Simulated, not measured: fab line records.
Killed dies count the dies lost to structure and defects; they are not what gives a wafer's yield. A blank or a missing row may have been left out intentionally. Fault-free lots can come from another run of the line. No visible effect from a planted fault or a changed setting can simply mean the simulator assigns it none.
Comparing a struck lot with a sound one	flow nand harc	15 out of 1302 route steps
Sound: these wafers, L600.3, L600.5, L600.6. Struck: wafer L613.3. (L613.1, L613.2 of the same lot were not struck and are left out.) The cause comes at the end.
Order at every step that has rows: each side's tool, ch and its chambers, its first start. Under that, the readings that differ: sound wafers	struck wafers	difference of the means	sigmas: that difference in standard deviations of wafers without a fault.
alike: same words and numbers on both sides, and readings whose means sit less than 2 such deviations apart. not compared: any withheld reading, any reading some wafer has no value for, any bound like >300 that may hide the same value, and any number with overlapping values for which the record gives no deviation.
A row with sigmas, a row that says differs or no value, or rows on one side alone: a step with any of these is where the two part. When numbers do not overlap yet have no deviation, they are printed without sigmas and do not part them. Lack of a reading on every wafer of one side parts them only where that side has two or more wafers.

first, 8 steps without rows for these wafers: NHARC_P_GATE_DEHYDRATE_18 (time 120 s); NHARC_P_GATE_HMDS_19 (time 30 s); NHARC_P_GATE_COAT_20 (resist thk 90 nm); NHARC_P_GATE_SOFTBAKE_21 (time 55 s); NHARC_P_GATE_EBR_22; NHARC_P_GATE_EXPOSE_23 (exposes mask P GATE, target cd 120 nm); NHARC_P_GATE_PEB_24 (peb time 65 s); NHARC_P_GATE_DEVELOP_25 (develop time 35 s).
NHARC_P_GATE_CD_MEAS_26: target cd 120 nm.
  sound on cd sem-02 ch 0, day 4 21:08; struck on cd sem-01 ch 0, day 10 07:04
  alike: cd nm
NHARC_P_GATE_OVL_MEAS_27:
  sound on overlay-01, day 4 21:13; struck on overlay-02, day 10 07:09
  alike: overlay x nm, overlay y nm
NHARC_P_GATE_INSPECT_28:
  sound on defect inspect-02, day 4 21:15; struck on defect inspect-02, day 10 07:11
  alike: raw defect count
NHARC_P_GATE_DESCUM_31: chemistry O2, time 3 s.
  sound on rie diel-10 ch 1,2,3, day 4 21:20; struck on rie diel-08 ch 3, day 10 07:15
  alike: drypump motor current A, oes product au, rf vpp V, showerhead plenum p Torr, throttle valve pct
  not compared: rf hours counter h
NHARC_P_GATE_ETCH_104: etches the open film in CF4/CHF3, target depth 60 nm.
  sound on rie diel-10 ch 0,1, day 4 21:24; struck on rie diel-08 ch 0, day 10 07:20
reading	sound	struck	difference	sigmas
drypump motor current A (A)	6.7 5.4 6.7	5.0	-1.3	-2
oes product au (a.u.)	0.978 0.992 0.970	0.736	-0.244	-12
rf fwd power W (W)	490.8 487.0 492.0	289.6	-200.3	-87
model.P_GATE.cd nm (nm)	121.1 120.5 119.2	121.2	+0.9	
  alike: cf4 flow sccm, rf vpp V, showerhead plenum p Torr, throttle valve pct
NHARC_P_GATE_HM_OPEN_105: chemistry O2/COS, target depth 360 nm.
  sound: rie diel-10 ch 2,3; struck: rie diel-08 ch 0
reading	sound	struck	difference	sigmas
rf vpp V (V)	472.3 471.8 471.4	465.1	-6.7	-2
showerhead plenum p Torr (Torr)	3.34 3.34 3.33	3.03	-0.31	-3
  alike: drypump motor current A, oes product au, throttle valve pct
  not compared: rf hours counter h
then, 1 step without rows for these wafers: NHARC_END_SORT_01.

WHERE THEY PART
First at NHARC_P_GATE_ETCH_104; last, within this record, at NHARC_P_GATE_HM_OPEN_105.

WHY: the cause the simulator had injected
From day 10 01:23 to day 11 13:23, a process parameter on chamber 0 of rie diel-08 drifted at NHARC_P_GATE_ETCH_104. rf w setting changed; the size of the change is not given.
